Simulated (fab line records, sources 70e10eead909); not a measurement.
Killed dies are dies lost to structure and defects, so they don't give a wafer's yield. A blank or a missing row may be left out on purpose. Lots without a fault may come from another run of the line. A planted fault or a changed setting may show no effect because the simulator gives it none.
Which tool did it? | flow nand_harc | 11 lots, 33 wafers sampled, at 5 steps of a route of 1159

WHAT THE GAUGES READ, wafer by wafer
NHARC_END_SORT_01.
lot  | measured     | on        | killed_at_array | killed_at_other | killed_at_periphery | killed_dies | killed_open | killed_short
L543 | day 21 00:56 | prober-02 | 39              | 0               | 3                   | 42          | 6           | 1

WHICH TOOL RAN EACH LOT (tool, then ch and the chambers of the sampled wafers, then the start)
lot  | NHARC_A_CHANNEL_HOLE_D1_SOFTBAKE_05 | NHARC_A_CHANNEL_HOLE_D1_ETCH_39             | NHARC_A_CHANNEL_HOLE_D1_ETCH_16             | NHARC_A_CHANNEL_HOLE_D1_STRIP_27
L536 | litho_track-04 ch 0, day 8 05:00    | rie_diel-01 ch 1,2,3, no start              | rie_diel-01 ch 1,2,3, no start              | rie_diel-04 ch 0,2,3, no start
L537 | litho_track-06 ch 0, day 8 20:00    | rie_diel-01 ch 2,3, no start                | rie_diel-01 ch 0,1,3, no start              | rie_diel-04 ch 0,1,3, no start
L538 | litho_track-06 ch 0, day 8 21:00    | rie_diel-03 ch 0,3, no start                | rie_diel-03 ch 0,1,2, no start              | rie_diel-03 ch 0,1,3, no start
L540 | litho_track-06 ch 0, day 9 12:00    | rie_diel-01 ch 0,2,3, no start              | rie_diel-01 ch 1,2,3, no start              | rie_diel-01 ch 1,3, no start
L543 | litho_track-06 ch 0, day 9 20:00    | rie_diel-04 ch 0,3, day 21 00:56 or earlier | rie_diel-04 ch 1,3, day 21 00:56 or earlier | rie_diel-01 ch 0,2,3, day 21 00:56 or earlier
L552 | litho_track-04 ch 0, day 12 01:00   | rie_diel-01 ch 0,1, no start                | rie_diel-01 ch 0,1,3, no start              | rie_diel-01 ch 0,1,3, no start
L554 | litho_track-01 ch 0, day 12 13:00   | rie_diel-04 ch 0,1,2, no start              | rie_diel-04 ch 0,3, no start                | rie_diel-01 ch 1,2, no start
L555 | litho_track-04 ch 0, day 12 23:00   | rie_diel-04 ch 1,2,3, no start              | rie_diel-04 ch 1,2,3, no start              | rie_diel-03 ch 0,1,2, no start
L556 | litho_track-04 ch 0, day 13 04:00   | rie_diel-03 ch 1,2, no start                | rie_diel-03 ch 0,1,3, no start              | rie_diel-04 ch 1,2,3, no start
L559 | litho_track-06 ch 0, day 13 13:00   | rie_diel-04 ch 0,1, no start                | rie_diel-04 ch 0,1, no start                | rie_diel-04 ch 0,1,2, no start
L558 | litho_track-04 ch 0, day 13 13:00   | rie_diel-03 ch 0,1,2, no start              | rie_diel-03 ch 0,1,3, no start              | rie_diel-03 ch 0,1,3, no start
- NHARC_A_CHANNEL_HOLE_D1_SOFTBAKE_05: time 55 s.
- NHARC_A_CHANNEL_HOLE_D1_ETCH_39: etches the open film in N2/H2, target depth 260 nm, time 325 s.
- NHARC_A_CHANNEL_HOLE_D1_ETCH_16: etches the open film in O2/COS, target depth 3100 nm, time 806 s.
- NHARC_A_CHANNEL_HOLE_D1_STRIP_27: strips in O2.

WHAT THE TOOLS THEMSELVES READ (means of the sampled wafers that have a number; where no wafer has one, the mark that the record gives instead)
NHARC_A_CHANNEL_HOLE_D1_SOFTBAKE_05.
lot  | tool           | heater_power_total_W (W)
L536 | litho_track-04 | 188.40
L537 | litho_track-06 | 188.71
L538 | litho_track-06 | 188.32
L540 | litho_track-06 | 220.08
L543 | litho_track-06 | 204.30
L552 | litho_track-04 | 188.43
L554 | litho_track-01 | 188.34
L555 | litho_track-04 | 188.45
L556 | litho_track-04 | 188.31
L559 | litho_track-06 | 188.50
L558 | litho_track-04 | 188.40

NHARC_A_CHANNEL_HOLE_D1_ETCH_39.
lot  | tool        | chamber_pressure_mTorr (mTorr) | drypump_motor_current_A (A) | oes_product_au (a.u.) | rf_fwd_power_W (W) | rf_vpp_V (V) | showerhead_plenum_p_Torr (Torr) | throttle_valve_pct (%)
L536 | rie_diel-01 | 29.979                         | 5.8                         | 1.014                 | 398.7              | 431.1        | 2.04                            | 14.171
L537 | rie_diel-01 | 29.971                         | 6.2                         | 1.004                 | 398.7              | 429.5        | 2.00                            | 14.176
L538 | rie_diel-03 | 30.010                         | 5.9                         | 0.994                 | 400.1              | 428.5        | 1.98                            | 14.167
L540 | rie_diel-01 | 29.997                         | 6.1                         | 1.007                 | 399.1              | 430.6        | 2.07                            | 14.174
L543 | rie_diel-04 | 30.013                         | 5.9                         | 0.992                 | 399.5              | 429.1        | 1.99                            | 14.176
L552 | rie_diel-01 | 30.022                         | 6.0                         | 0.999                 | 398.4              | 431.6        | 2.08                            | 14.174
L554 | rie_diel-04 | 30.013                         | 5.6                         | 0.983                 | 400.2              | 430.3        | 2.01                            | 14.176
L555 | rie_diel-04 | 30.000                         | 6.0                         | 0.997                 | 399.3              | 428.0        | 1.95                            | 14.173
L556 | rie_diel-03 | 29.974                         | 5.6                         | 0.989                 | 399.3              | 427.1        | 1.91                            | 14.172
L559 | rie_diel-04 | 29.995                         | 5.2                         | 0.987                 | 399.0              | 430.7        | 2.07                            | 14.169
L558 | rie_diel-03 | 30.022                         | 5.8                         | 1.002                 | 398.4              | 427.1        | 1.92                            | 14.180

NHARC_A_CHANNEL_HOLE_D1_ETCH_16.
lot  | tool        | chamber_pressure_mTorr (mTorr) | drypump_motor_current_A (A) | oes_product_au (a.u.) | rf_fwd_power_W (W) | rf_vpp_V (V) | showerhead_plenum_p_Torr (Torr) | throttle_valve_pct (%)
L536 | rie_diel-01 | 19.992                         | 5.8                         | 1.004                 | 499.4              | 314.7        | 3.12                            | 28.322
L537 | rie_diel-01 | 20.032                         | 6.2                         | 0.996                 | 498.0              | 313.5        | 3.09                            | 28.329
L538 | rie_diel-03 | 19.991                         | 5.8                         | 1.003                 | 500.5              | 312.9        | 2.96                            | 28.323
L540 | rie_diel-01 | 19.999                         | 5.8                         | 1.005                 | 500.2              | 313.5        | 3.12                            | 28.327
L543 | rie_diel-04 | 20.015                         | 6.1                         | 0.987                 | 498.8              | 311.3        | 2.98                            | 28.326
L552 | rie_diel-01 | 20.003                         | 6.2                         | 1.004                 | 499.0              | 313.1        | 3.08                            | 28.325
L554 | rie_diel-04 | 19.991                         | 5.5                         | 0.994                 | 500.1              | 314.8        | 3.14                            | 28.330
L555 | rie_diel-04 | 20.015                         | 6.0                         | 0.984                 | 499.0              | 312.3        | 2.99                            | 28.328
L556 | rie_diel-03 | 19.995                         | 5.7                         | 0.995                 | 498.0              | 312.2        | 3.01                            | 28.336
L559 | rie_diel-04 | 19.985                         | 5.3                         | 0.999                 | 498.6              | 314.3        | 3.10                            | 28.328
L558 | rie_diel-03 | 20.009                         | 5.7                         | 1.001                 | 499.9              | 312.8        | 3.01                            | 28.334

NHARC_A_CHANNEL_HOLE_D1_STRIP_27.
lot  | tool        | chamber_pressure_mTorr (mTorr) | drypump_motor_current_A (A) | oes_product_au (a.u.) | rf_vpp_V (V) | showerhead_plenum_p_Torr (Torr) | throttle_valve_pct (%)
L536 | rie_diel-04 | 60.00                          | 5.9                         | 0.995                 | 57.8         | 3.45                            | 17.038
L537 | rie_diel-04 | 59.98                          | 5.6                         | 0.991                 | 57.4         | 3.47                            | 17.038
L538 | rie_diel-03 | 60.01                          | 5.7                         | 0.992                 | 58.2         | 3.40                            | 17.040
L540 | rie_diel-01 | 59.98                          | 5.9                         | 1.004                 | 57.7         | 3.44                            | 17.038
L543 | rie_diel-01 | 60.05                          | 6.1                         | 1.010                 | 57.8         | 3.57                            | 17.031
L552 | rie_diel-01 | 60.02                          | 6.2                         | 0.995                 | 57.7         | 3.48                            | 17.036
L554 | rie_diel-01 | 60.05                          | 5.4                         | 0.999                 | 58.0         | 3.58                            | 17.039
L555 | rie_diel-03 | 60.01                          | 5.8                         | 1.004                 | 56.4         | 3.35                            | 17.028
L556 | rie_diel-04 | 59.98                          | 6.1                         | 0.996                 | 58.7         | 3.38                            | 17.035
L559 | rie_diel-04 | 59.96                          | 5.6                         | 1.002                 | 58.2         | 3.48                            | 17.036
L558 | rie_diel-03 | 59.96                          | 5.7                         | 1.007                 | 57.6         | 3.40                            | 17.035

THE ANSWER, worked out from the rows above alone
Rule: what is usual is taken from the lots themselves. Put in order of their means at a reading, lots are off if they are a third of the lots or fewer, leave a main group of 4 or more, and stand apart from it by a gap of 3 or more times the standard deviation of the main group's means; of several such gaps the widest counts. A main group whose means are all the same, to the digits that the tables above print for the reading, isn't used. A lot without any number at a reading at which 4 lots or more have one is off too. The other lots that the step has rows for count as sound. The gauges are gone through in route order, then the tools' own readings, and for those a lot's mean is taken as printed above. The first step at which some lot is off is used, and at that step the reading that is off furthest; a lot without a number counts as furthest.
Off: L540, L543, at NHARC_A_CHANNEL_HOLE_D1_SOFTBAKE_05 (heater_power_total_W). The main group: mean 188.43 W, standard deviation 0.12.
A tool fits if, at that step or a process step before it, it ran every lot that is off, and no sound lot after the first of them. None of those tried fits.

WHAT THE SIMULATOR HAD PUT IN
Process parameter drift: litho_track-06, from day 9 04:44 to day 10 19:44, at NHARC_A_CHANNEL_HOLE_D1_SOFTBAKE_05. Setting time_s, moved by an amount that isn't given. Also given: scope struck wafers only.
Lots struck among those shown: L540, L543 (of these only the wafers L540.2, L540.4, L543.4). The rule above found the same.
